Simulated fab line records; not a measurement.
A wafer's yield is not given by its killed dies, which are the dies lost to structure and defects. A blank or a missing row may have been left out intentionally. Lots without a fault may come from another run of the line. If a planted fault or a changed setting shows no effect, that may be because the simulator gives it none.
Which tool was responsible? :: flow n5Finfet :: 10 lots, 25 wafers sampled, at 6 steps of a route of 1938

WHAT THE GAUGES READ, wafer by wafer
N5_BEOL_M14_CD_MEAS_28: the cd target is 284.4 nm.
lot: L170
measured: day 12 08:28
on: cdSem-01
cdNm (nm): 290.5 288.4

lot: L172
measured: day 12 11:16
on: cdSem-01
cdNm (nm): 291.4 290.0

lot: L173
measured: day 13 03:02
on: cdSem-03
cdNm (nm): 288.6 289.6

lot: L175
measured: day 13 03:12
on: cdSem-02
cdNm (nm): 287.3 286.4 287.3

lot: L176
measured: day 13 06:43
on: cdSem-02
cdNm (nm): 286.9 287.1

lot: L181
measured: day 15 02:35
on: cdSem-01
cdNm (nm): 287.4 288.7 287.4

lot: L183
measured: day 15 16:03
on: cdSem-01
cdNm (nm): 287.7 286.9

lot: L186
measured: day 16 01:45
on: cdSem-03
cdNm (nm): 261.4 261.6 262.3

lot: L187
measured: day 16 09:23
on: cdSem-01
cdNm (nm): 267.7 269.1 269.3

lot: L188
measured: day 17 01:50
on: cdSem-02
cdNm (nm): 270.4 270.0 271.3

N5_BEOL_M14_OVL_MEAS_29.
lot: L170
measured: day 12 08:30
on: overlay-01
M14_OVL (nm): 6 7

lot: L172
measured: day 12 11:18
on: overlay-01
M14_OVL (nm): 0 -5

lot: L173
measured: day 13 03:04
on: overlay-01
M14_OVL (nm): 5 7

lot: L175
measured: day 13 03:14
on: overlay-01
M14_OVL (nm): 2 -2 5

lot: L176
measured: day 13 06:44
on: overlay-02
M14_OVL (nm): 6 7

lot: L181
measured: day 15 02:37
on: overlay-02
M14_OVL (nm): -7 -1 -3

lot: L183
measured: day 15 16:05
on: overlay-01
M14_OVL (nm): -3 -2

lot: L186
measured: day 16 01:47
on: overlay-02
M14_OVL (nm): 3 1 2

lot: L187
measured: day 16 09:25
on: overlay-02
M14_OVL (nm): 9 1 2

lot: L188
measured: day 17 01:52
on: overlay-01
M14_OVL (nm): 2 -5 -2

N5_BEOL_M15_RC_MEAS_101.
lot: L170
measured: day 12 18:22
on: prober-01
COMB_M10 (S/m): 1.1e-11 8e-12
COMB_M11 (S/m): 1.3e-11 1.9e-11
COMB_M12 (S/m): 5.8e-12 9.7e-12
COMB_M12_max_site (S/m): 7.9e-12 1.26e-11
COMB_M13 (S/m): 4.6e-12 6e-12
COMB_M14 (S/m): 4e-12 3.4e-12
COMB_M15 (S/m): 1.9e-12 2.4e-12
COMB_M5 (S/m): 3.5e-11 3e-11
COMB_M6 (S/m): 2e-11 2.2e-11
COMB_M7 (S/m): 2.7e-11 2.7e-11
COMB_M8 (S/m): 2.1e-11 2.2e-11
COMB_M9 (S/m): 1.28e-11 1.38e-11
SERP_M10 (ohm/um): 2.95 3.25
SERP_M11 (ohm/um): 3.07 3.09
SERP_M12 (ohm/um): 0.608 0.628
SERP_M13 (ohm/um): 0.304 0.303
SERP_M14 (ohm/um): 0.154 0.170
SERP_M14_max_site (ohm/um): 0.155 0.172
SERP_M5 (ohm/um): 40.2 36.8
SERP_M6 (ohm/um): 13.3 13.9
SERP_M7 (ohm/um): 12.9 15.7
SERP_M8 (ohm/um): 13.6 13.0
SERP_M9 (ohm/um): 3.23 3.17

lot: L172
measured: day 13 01:02
on: prober-02
COMB_M10 (S/m): 2e-11 1.4e-11
COMB_M11 (S/m): 1.9e-11 1.4e-11
COMB_M12 (S/m): 7.3e-12 6.3e-12
COMB_M12_max_site (S/m): 1.36e-11 7.9e-12
COMB_M13 (S/m): 6.6e-12 5.5e-12
COMB_M14 (S/m): 3.6e-12 3.6e-12
COMB_M15 (S/m): 2.7e-12 2.7e-12
COMB_M5 (S/m): 4.3e-11 3.9e-11
COMB_M6 (S/m): 2.8e-11 2.1e-11
COMB_M7 (S/m): 2.2e-11 1.8e-11
COMB_M8 (S/m): 3e-11 2.9e-11
COMB_M9 (S/m): 2.06e-11 1.33e-11
SERP_M10 (ohm/um): 3.16 2.96
SERP_M11 (ohm/um): 3.13 2.98
SERP_M12 (ohm/um): 0.631 0.639
SERP_M13 (ohm/um): 0.313 0.317
SERP_M14 (ohm/um): 0.158 0.158
SERP_M14_max_site (ohm/um): 0.159 0.161
SERP_M5 (ohm/um): 45.7 45.7
SERP_M6 (ohm/um): 13.5 13.8
SERP_M7 (ohm/um): 14.6 13.4
SERP_M8 (ohm/um): 14.3 15.2
SERP_M9 (ohm/um): 3.17 3.19

lot: L173
measured: day 13 13:10
on: prober-01
COMB_M10 (S/m): 1.1e-11 1.4e-11
COMB_M11 (S/m): 2.2e-11 1.8e-11
COMB_M12 (S/m): 4.1e-12 3.9e-12
COMB_M12_max_site (S/m): 8e-12 5.6e-12
COMB_M13 (S/m): 4.4e-12 5.2e-12
COMB_M14 (S/m): 2.3e-12 3.6e-12
COMB_M15 (S/m): 2.5e-12 2.5e-12
COMB_M5 (S/m): 4.2e-11 4.2e-11
COMB_M6 (S/m): 2.8e-11 2.1e-11
COMB_M7 (S/m): 3.6e-11 3e-11
COMB_M8 (S/m): 3.9e-11 2.8e-11
COMB_M9 (S/m): 1.35e-11 1.85e-11
SERP_M10 (ohm/um): 3.09 3.13
SERP_M11 (ohm/um): 2.98 2.93
SERP_M12 (ohm/um): 0.671 0.614
SERP_M13 (ohm/um): 0.304 0.309
SERP_M14 (ohm/um): 0.151 0.163
SERP_M14_max_site (ohm/um): 0.152 0.165
SERP_M5 (ohm/um): 43.3 43.6
SERP_M6 (ohm/um): 15.3 14.2
SERP_M7 (ohm/um): 14.3 13.0
SERP_M8 (ohm/um): 14.4 13.0
SERP_M9 (ohm/um): 3.07 3.19

lot: L175
measured: day 13 13:56
on: prober-02
COMB_M10 (S/m): 1.5e-11 1.3e-11 1.7e-11
COMB_M11 (S/m): 1.3e-11 1.2e-11 1.4e-11
COMB_M12 (S/m): 5.5e-12 6.3e-12 5.5e-12
COMB_M12_max_site (S/m): 8.8e-12 9.3e-12 6.9e-12
COMB_M13 (S/m): 6.4e-12 5.7e-12 5.3e-12
COMB_M14 (S/m): 4e-12 4.4e-12 3.5e-12
COMB_M15 (S/m): 3e-12 2.4e-12 2.6e-12
COMB_M5 (S/m): 3.1e-11 3.2e-11 2.7e-11
COMB_M6 (S/m): 2.6e-11 2.3e-11 3.6e-11
COMB_M7 (S/m): 2.1e-11 2.5e-11 2.4e-11
COMB_M8 (S/m): 2.3e-11 3.9e-11 2.2e-11
COMB_M9 (S/m): 1.26e-11 1.27e-11 1.56e-11
SERP_M10 (ohm/um): 3.13 3.08 3.07
SERP_M11 (ohm/um): 3.14 3.11 3.18
SERP_M12 (ohm/um): 0.636 0.612 0.649
SERP_M13 (ohm/um): 0.305 0.316 0.301
SERP_M14 (ohm/um): 0.162 0.162 0.148
SERP_M14_max_site (ohm/um): 0.164 0.163 0.150
SERP_M5 (ohm/um): 37.6 40.3 40.9
SERP_M6 (ohm/um): 14.7 13.7 14.1
SERP_M7 (ohm/um): 14.3 14.2 15.2
SERP_M8 (ohm/um): 13.5 13.8 13.2
SERP_M9 (ohm/um): 3.07 3.01 3.09

lot: L176
measured: day 13 19:40
on: prober-02
COMB_M10 (S/m): 1.2e-11 1.5e-11
COMB_M11 (S/m): 1.7e-11 1.5e-11
COMB_M12 (S/m): 6.9e-12 7.6e-12
COMB_M12_max_site (S/m): 8.3e-12 1.02e-11
COMB_M13 (S/m): 5.1e-12 5.2e-12
COMB_M14 (S/m): 3.3e-12 4.4e-12
COMB_M15 (S/m): 3.4e-12 4.3e-12
COMB_M5 (S/m): 3.4e-11 4.2e-11
COMB_M6 (S/m): 2.4e-11 1.7e-11
COMB_M7 (S/m): 2.7e-11 1.9e-11
COMB_M8 (S/m): 2.4e-11 4e-11
COMB_M9 (S/m): 1.41e-11 1.33e-11
SERP_M10 (ohm/um): 3.07 3.01
SERP_M11 (ohm/um): 3.21 3.16
SERP_M12 (ohm/um): 0.645 0.637
SERP_M13 (ohm/um): 0.298 0.299
SERP_M14 (ohm/um): 0.158 0.159
SERP_M14_max_site (ohm/um): 0.160 0.161
SERP_M5 (ohm/um): 40.6 40.9
SERP_M6 (ohm/um): 13.9 13.3
SERP_M7 (ohm/um): 14.0 14.3
SERP_M8 (ohm/um): 12.8 12.9
SERP_M9 (ohm/um): 3.02 2.96

lot: L181
measured: day 15 12:22
on: prober-01
COMB_M10 (S/m): 1e-11 9e-12 1.4e-11
COMB_M11 (S/m): 2e-11 1.7e-11 1.2e-11
COMB_M12 (S/m): 4.8e-12 3.5e-12 6.1e-12
COMB_M12_max_site (S/m): 7.1e-12 6.3e-12 9.9e-12
COMB_M13 (S/m): 3.5e-12 4.1e-12 2.8e-12
COMB_M14 (S/m): 3.5e-12 3.6e-12 3e-12
COMB_M15 (S/m): 2.1e-12 2.2e-12 2.8e-12
COMB_M5 (S/m): 2.7e-11 3.2e-11 2.7e-11
COMB_M6 (S/m): 2.2e-11 2.7e-11 3.1e-11
COMB_M7 (S/m): 4e-11 2.5e-11 2.2e-11
COMB_M8 (S/m): 3.1e-11 1.8e-11 2.2e-11
COMB_M9 (S/m): 1.6e-11 1.35e-11 1.54e-11
SERP_M10 (ohm/um): 3.14 3.15 3.39
SERP_M11 (ohm/um): 3.24 3.10 3.36
SERP_M12 (ohm/um): 0.613 0.645 0.656
SERP_M13 (ohm/um): 0.306 0.309 0.309
SERP_M14 (ohm/um): 0.167 0.153 0.153
SERP_M14_max_site (ohm/um): 0.169 0.154 0.154
SERP_M5 (ohm/um): 41.1 39.3 40.5
SERP_M6 (ohm/um): 14.3 13.9 13.1
SERP_M7 (ohm/um): 14.0 15.5 16.1
SERP_M8 (ohm/um): 13.3 14.2 15.6
SERP_M9 (ohm/um): 3.17 2.95 3.12

lot: L183
measured: day 16 03:38
on: prober-01
COMB_M10 (S/m): 1.3e-11 9e-12
COMB_M11 (S/m): 1.6e-11 2e-11
COMB_M12 (S/m): 7.7e-12 6.6e-12
COMB_M12_max_site (S/m): 9.6e-12 1.06e-11
COMB_M13 (S/m): 4.6e-12 5e-12
COMB_M14 (S/m): 3.2e-12 4.8e-12
COMB_M15 (S/m): 2.1e-12 2.6e-12
COMB_M5 (S/m): 3.1e-11 3.8e-11
COMB_M6 (S/m): 2.3e-11 2.2e-11
COMB_M7 (S/m): 2e-11 3e-11
COMB_M8 (S/m): 1.7e-11 2.3e-11
COMB_M9 (S/m): 1.37e-11 1.16e-11
SERP_M10 (ohm/um): 2.99 3.08
SERP_M11 (ohm/um): 2.93 3.16
SERP_M12 (ohm/um): 0.613 0.621
SERP_M13 (ohm/um): 0.315 0.301
SERP_M14 (ohm/um): 0.167 0.153
SERP_M14_max_site (ohm/um): 0.169 0.155
SERP_M5 (ohm/um): 41.2 38.3
SERP_M6 (ohm/um): 12.4 14.0
SERP_M7 (ohm/um): 14.1 14.1
SERP_M8 (ohm/um): 14.7 14.1
SERP_M9 (ohm/um): 3.15 3.04

lot: L186
measured: day 16 10:35
on: prober-01
COMB_M10 (S/m): 1.6e-11 1.4e-11 1.2e-11
COMB_M11 (S/m): 1.3e-11 1.2e-11 1.3e-11
COMB_M12 (S/m): 6.3e-12 6.5e-12 6.6e-12
COMB_M12_max_site (S/m): 7.8e-12 9.8e-12 1.07e-11
COMB_M13 (S/m): 5.2e-12 4.6e-12 5.5e-12
COMB_M14 (S/m): 3.8e-12 4.8e-12 4.2e-12
COMB_M15 (S/m): 1.8e-12 3e-12 2.1e-12
COMB_M5 (S/m): 4e-11 3.2e-11 4.9e-11
COMB_M6 (S/m): 2.6e-11 1.5e-11 3e-11
COMB_M7 (S/m): 2.7e-11 2.1e-11 2.5e-11
COMB_M8 (S/m): 2.4e-11 3.6e-11 2.6e-11
COMB_M9 (S/m): 1.46e-11 1.39e-11 1.07e-11
SERP_M10 (ohm/um): 3.17 3.22 3.20
SERP_M11 (ohm/um): 3.28 3.27 3.16
SERP_M12 (ohm/um): 0.630 0.600 0.609
SERP_M13 (ohm/um): 0.318 0.314 0.308
SERP_M14 (ohm/um): 0.192 0.175 0.183
SERP_M14_max_site (ohm/um): 0.196 0.178 0.185
SERP_M5 (ohm/um): 37.3 38.9 41.4
SERP_M6 (ohm/um): 13.5 13.4 13.5
SERP_M7 (ohm/um): 12.7 13.3 13.6
SERP_M8 (ohm/um): 15.4 14.4 15.7
SERP_M9 (ohm/um): 2.95 2.91 3.16

lot: L187
measured: day 16 20:56
on: prober-01
COMB_M10 (S/m): 1.1e-11 1.4e-11 1.5e-11
COMB_M11 (S/m): 1.2e-11 1.5e-11 1.3e-11
COMB_M12 (S/m): 6.2e-12 6.9e-12 7.2e-12
COMB_M12_max_site (S/m): 9.2e-12 1.1e-11 8.6e-12
COMB_M13 (S/m): 6.5e-12 5.9e-12 9.2e-12
COMB_M14 (S/m): 3.1e-12 2.9e-12 4.4e-12
COMB_M15 (S/m): 2.7e-12 3.1e-12 2.7e-12
COMB_M5 (S/m): 2.9e-11 2.3e-11 4.3e-11
COMB_M6 (S/m): 2.2e-11 1.2e-11 1.7e-11
COMB_M7 (S/m): 2e-11 2.5e-11 1.9e-11
COMB_M8 (S/m): 3e-11 2.4e-11 2.7e-11
COMB_M9 (S/m): 1.54e-11 1.39e-11 1.52e-11
SERP_M10 (ohm/um): 3.26 2.91 2.97
SERP_M11 (ohm/um): 3.07 3.27 3.16
SERP_M12 (ohm/um): 0.643 0.633 0.620
SERP_M13 (ohm/um): 0.292 0.309 0.291
SERP_M14 (ohm/um): 0.168 0.176 0.174
SERP_M14_max_site (ohm/um): 0.169 0.177 0.175
SERP_M5 (ohm/um): 39.2 38.9 42.9
SERP_M6 (ohm/um): 14.9 15.3 14.8
SERP_M7 (ohm/um): 14.4 14.3 13.6
SERP_M8 (ohm/um): 13.5 13.3 13.4
SERP_M9 (ohm/um): 3.24 2.98 3.15

lot: L188
measured: day 17 14:08
on: prober-02
COMB_M10 (S/m): 1.9e-11 1.4e-11 2.4e-11
COMB_M11 (S/m): 1.9e-11 1.2e-11 1.1e-11
COMB_M12 (S/m): 5e-12 8.3e-12 6.5e-12
COMB_M12_max_site (S/m): 6.8e-12 1.08e-11 8.6e-12
COMB_M13 (S/m): 5.5e-12 4.9e-12 6.6e-12
COMB_M14 (S/m): 4.6e-12 5.5e-12 5.3e-12
COMB_M15 (S/m): 2.7e-12 3.7e-12 2.9e-12
COMB_M5 (S/m): 3.6e-11 3.9e-11 5.8e-11
COMB_M6 (S/m): 2.6e-11 2.2e-11 2.9e-11
COMB_M7 (S/m): 4.3e-11 2.8e-11 2.3e-11
COMB_M8 (S/m): 2.8e-11 2.9e-11 2.5e-11
COMB_M9 (S/m): 1.27e-11 1.65e-11 1.53e-11
SERP_M10 (ohm/um): 3.17 2.94 3.07
SERP_M11 (ohm/um): 3.31 3.29 3.21
SERP_M12 (ohm/um): 0.637 0.625 0.626
SERP_M13 (ohm/um): 0.314 0.306 0.310
SERP_M14 (ohm/um): 0.172 0.173 0.174
SERP_M14_max_site (ohm/um): 0.175 0.174 0.176
SERP_M5 (ohm/um): 38.9 37.1 39.0
SERP_M6 (ohm/um): 13.3 14.7 15.1
SERP_M7 (ohm/um): 14.7 14.2 15.2
SERP_M8 (ohm/um): 13.4 14.3 14.1
SERP_M9 (ohm/um): 3.07 2.97 3.04

TOOL THAT RAN EACH LOT (tool first, then ch and the chambers of the sampled wafers, then the start)
lot: L170
N5_BEOL_M14_STRIP_63: rieDiel-05 ch 0,1, day 12 08:17 or earlier
N5_BEOL_M14_EXPOSE_25: krfScanner-02 ch 0, day 12 08:17
N5_BEOL_M14_ETCH_68: rieDiel-05 ch 0,2, day 12 08:44

lot: L172
N5_BEOL_M14_STRIP_63: rieDiel-01 ch 0,2, day 12 11:06 or earlier
N5_BEOL_M14_EXPOSE_25: krfScanner-01 ch 0, day 12 11:06
N5_BEOL_M14_ETCH_68: rieDiel-01 ch 0, day 12 11:42

lot: L173
N5_BEOL_M14_STRIP_63: rieDiel-04 ch 0,2, day 13 02:52 or earlier
N5_BEOL_M14_EXPOSE_25: krfScanner-02 ch 0, day 13 02:52
N5_BEOL_M14_ETCH_68: rieDiel-04 ch 0,1, day 13 03:19

lot: L175
N5_BEOL_M14_STRIP_63: rieDiel-05 ch 1,2, day 13 03:02 or earlier
N5_BEOL_M14_EXPOSE_25: krfScanner-01 ch 0, day 13 03:02
N5_BEOL_M14_ETCH_68: rieDiel-01 ch 0,1,3, day 13 03:36

lot: L176
N5_BEOL_M14_STRIP_63: rieDiel-05 ch 1,2, day 13 06:32 or earlier
N5_BEOL_M14_EXPOSE_25: krfScanner-01 ch 0, day 13 06:32
N5_BEOL_M14_ETCH_68: rieDiel-05 ch 3, day 13 07:19

lot: L181
N5_BEOL_M14_STRIP_63: rieDiel-01 ch 1,2,3, day 15 02:25 or earlier
N5_BEOL_M14_EXPOSE_25: krfScanner-01 ch 0, day 15 02:25
N5_BEOL_M14_ETCH_68: rieDiel-04 ch 0,3, day 15 02:52

lot: L183
N5_BEOL_M14_STRIP_63: rieDiel-01 ch 0,3, day 15 15:53 or earlier
N5_BEOL_M14_EXPOSE_25: krfScanner-02 ch 0, day 15 15:53
N5_BEOL_M14_ETCH_68: rieDiel-04 ch 0,1, day 15 16:39

lot: L186
N5_BEOL_M14_STRIP_63: rieDiel-05 ch 0,1,3, day 16 01:35 or earlier
N5_BEOL_M14_EXPOSE_25: krfScanner-01 ch 0, day 16 01:35
N5_BEOL_M14_ETCH_68: rieDiel-04 ch 0,1,2, day 16 02:10

lot: L187
N5_BEOL_M14_STRIP_63: rieDiel-05 ch 0,1,3, day 16 09:13 or earlier
N5_BEOL_M14_EXPOSE_25: krfScanner-01 ch 0, day 16 09:13
N5_BEOL_M14_ETCH_68: rieDiel-01 ch 0,1,3, day 16 09:39

lot: L188
N5_BEOL_M14_STRIP_63: rieDiel-04 ch 1,3, day 17 01:41 or earlier
N5_BEOL_M14_EXPOSE_25: krfScanner-01 ch 0, day 17 01:41
N5_BEOL_M14_ETCH_68: rieDiel-01 ch 0,2, day 17 02:15
- N5_BEOL_M14_STRIP_63: strips in O2.
- N5_BEOL_M14_EXPOSE_25: exposes mask M14, target cd 280 nm.
- N5_BEOL_M14_ETCH_68: etches SOC in N2/H2, time 450 s.

AS READ BY THE TOOLS THEMSELVES (means over the sampled wafers that have a number; for cases with no such wafer, the mark the record gives instead)
N5_BEOL_M14_STRIP_63.
lot: L170
tool: rieDiel-05
drypumpMotorCurrentA (A): 5.4
oesProductAu (a.u.): 0.82
rfVppV (V): 4.6
showerheadPlenumPTorr (Torr): 2.04
throttleValvePct (%): 16.67

lot: L172
tool: rieDiel-01
drypumpMotorCurrentA (A): 5.8
oesProductAu (a.u.): 0.74
rfVppV (V): 2.8
showerheadPlenumPTorr (Torr): 2.13
throttleValvePct (%): 16.77

lot: L173
tool: rieDiel-04
drypumpMotorCurrentA (A): 5.7
oesProductAu (a.u.): 0.80
rfVppV (V): 3.6
showerheadPlenumPTorr (Torr): 2.02
throttleValvePct (%): 16.59

lot: L175
tool: rieDiel-05
drypumpMotorCurrentA (A): 6.4
oesProductAu (a.u.): 0.73
rfVppV (V): 3.4
showerheadPlenumPTorr (Torr): 2.05
throttleValvePct (%): 17.04

lot: L176
tool: rieDiel-05
drypumpMotorCurrentA (A): 6.2
oesProductAu (a.u.): 0.75
rfVppV (V): 3.3
showerheadPlenumPTorr (Torr): 2.05
throttleValvePct (%): 16.98

lot: L181
tool: rieDiel-01
drypumpMotorCurrentA (A): 5.7
oesProductAu (a.u.): 0.79
rfVppV (V): 4.3
showerheadPlenumPTorr (Torr): 2.10
throttleValvePct (%): 16.84

lot: L183
tool: rieDiel-01
drypumpMotorCurrentA (A): 6.2
oesProductAu (a.u.): 0.73
rfVppV (V): 3.5
showerheadPlenumPTorr (Torr): 2.08
throttleValvePct (%): 16.82

lot: L186
tool: rieDiel-05
drypumpMotorCurrentA (A): 5.3
oesProductAu (a.u.): 0.81
rfVppV (V): 3.4
showerheadPlenumPTorr (Torr): 2.03
throttleValvePct (%): 16.68

lot: L187
tool: rieDiel-05
drypumpMotorCurrentA (A): 5.3
oesProductAu (a.u.): 0.81
rfVppV (V): 3.6
showerheadPlenumPTorr (Torr): 2.03
throttleValvePct (%): 16.67

lot: L188
tool: rieDiel-04
drypumpMotorCurrentA (A): 5.6
oesProductAu (a.u.): 0.80
rfVppV (V): 3.8
showerheadPlenumPTorr (Torr): 2.09
throttleValvePct (%): 16.75

N5_BEOL_M14_EXPOSE_25.
lot: L170
tool: krfScanner-02
exposureDoseMJCm2: 26.52

lot: L172
tool: krfScanner-01
exposureDoseMJCm2: 26.59

lot: L173
tool: krfScanner-02
exposureDoseMJCm2: 26.57

lot: L175
tool: krfScanner-01
exposureDoseMJCm2: 26.59

lot: L176
tool: krfScanner-01
exposureDoseMJCm2: 26.59

lot: L181
tool: krfScanner-01
exposureDoseMJCm2: 26.58

lot: L183
tool: krfScanner-02
exposureDoseMJCm2: 26.57

lot: L186
tool: krfScanner-01
exposureDoseMJCm2: 22.79

lot: L187
tool: krfScanner-01
exposureDoseMJCm2: 23.50

lot: L188
tool: krfScanner-01
exposureDoseMJCm2: 24.18

N5_BEOL_M14_ETCH_68.
lot: L170
tool: rieDiel-05
drypumpMotorCurrentA (A): 5.9
oesProductAu (a.u.): 0.75
rfVppV (V): 522.1
showerheadPlenumPTorr (Torr): 2.50
throttleValvePct (%): 18.16

lot: L172
tool: rieDiel-01
drypumpMotorCurrentA (A): 6.3
oesProductAu (a.u.): 0.76
rfVppV (V): 523.7
showerheadPlenumPTorr (Torr): 2.56
throttleValvePct (%): 17.99

lot: L173
tool: rieDiel-04
drypumpMotorCurrentA (A): 5.7
oesProductAu (a.u.): 0.78
rfVppV (V): 523.2
showerheadPlenumPTorr (Torr): 2.52
throttleValvePct (%): 17.91

lot: L175
tool: rieDiel-01
drypumpMotorCurrentA (A): 6.0
oesProductAu (a.u.): 0.83
rfVppV (V): 523.1
showerheadPlenumPTorr (Torr): 2.54
throttleValvePct (%): 18.00

lot: L176
tool: rieDiel-05
drypumpMotorCurrentA (A): 5.0
oesProductAu (a.u.): 0.88
rfVppV (V): 521.9
showerheadPlenumPTorr (Torr): 2.47
throttleValvePct (%): 17.69

lot: L181
tool: rieDiel-04
drypumpMotorCurrentA (A): 6.0
oesProductAu (a.u.): 0.81
rfVppV (V): 522.0
showerheadPlenumPTorr (Torr): 2.45
throttleValvePct (%): 17.65

lot: L183
tool: rieDiel-04
drypumpMotorCurrentA (A): 5.7
oesProductAu (a.u.): 0.77
rfVppV (V): 521.2
showerheadPlenumPTorr (Torr): 2.51
throttleValvePct (%): 17.95

lot: L186
tool: rieDiel-04
drypumpMotorCurrentA (A): 5.6
oesProductAu (a.u.): 0.78
rfVppV (V): 522.5
showerheadPlenumPTorr (Torr): 2.50
throttleValvePct (%): 17.89

lot: L187
tool: rieDiel-01
drypumpMotorCurrentA (A): 6.1
oesProductAu (a.u.): 0.79
rfVppV (V): 522.7
showerheadPlenumPTorr (Torr): 2.53
throttleValvePct (%): 18.05

lot: L188
tool: rieDiel-01
drypumpMotorCurrentA (A): 6.0
oesProductAu (a.u.): 0.71
rfVppV (V): 524.4
showerheadPlenumPTorr (Torr): 2.57
throttleValvePct (%): 18.07

THE ANSWER, worked out from the rows above alone
Rule: what is usual is taken from the lots themselves. The widest of any qualifying gaps counts: lots, ordered by their means at a reading, are off when they make up no more than a third of the lots, leave a main group of 4 or more, and stand apart from it by 3 or more times the standard deviation of that group's means. A main group whose means are all the same, to the digits that the tables above print for the reading, isn't used. Also off: a lot with no number at a reading for which 4 or more lots have one. Any other lot the step has rows for is counted as sound. Order of review: gauges by route order, followed by the tools' own readings, for which a lot's mean as printed above is used. At the first step where some lot is off, the reading lying furthest off is the one used; lots without a number count as furthest.
Off: L186, L187, L188 (N5_BEOL_M14_CD_MEAS_28, cdNm). Mean 288.3 nm and standard deviation 1.3 in the main group.
A tool fits if, at a process step before that reading, it ran every lot that is off, and no sound lot after the first of them. The gauges at N5_BEOL_M14_CD_MEAS_28 aren't tried: what is off there is off at N5_BEOL_M15_RC_MEAS_101 too, on other tools, and a gauge's error can't cause that. With no start given for some of its lots, N5_BEOL_M14_STRIP_63 uses the hours and lot order of N5_BEOL_M14_EXPOSE_25. One candidate fits, namely krfScanner-01 at N5_BEOL_M14_EXPOSE_25. A fault onset in the window from L181 (day 15 02:25, its last sound lot) to L186 (day 16 01:35, its first lot off) fits.
On the lots that are off, the tool's own readings at N5_BEOL_M14_EXPOSE_25 differ by more than 5 times the standard deviation of the sound lots' means, which bears it out; exposureDoseMJCm2 reads 23.49 there versus 26.57 on the sound lots.

WHAT WAS PUT IN BY THE SIMULATOR
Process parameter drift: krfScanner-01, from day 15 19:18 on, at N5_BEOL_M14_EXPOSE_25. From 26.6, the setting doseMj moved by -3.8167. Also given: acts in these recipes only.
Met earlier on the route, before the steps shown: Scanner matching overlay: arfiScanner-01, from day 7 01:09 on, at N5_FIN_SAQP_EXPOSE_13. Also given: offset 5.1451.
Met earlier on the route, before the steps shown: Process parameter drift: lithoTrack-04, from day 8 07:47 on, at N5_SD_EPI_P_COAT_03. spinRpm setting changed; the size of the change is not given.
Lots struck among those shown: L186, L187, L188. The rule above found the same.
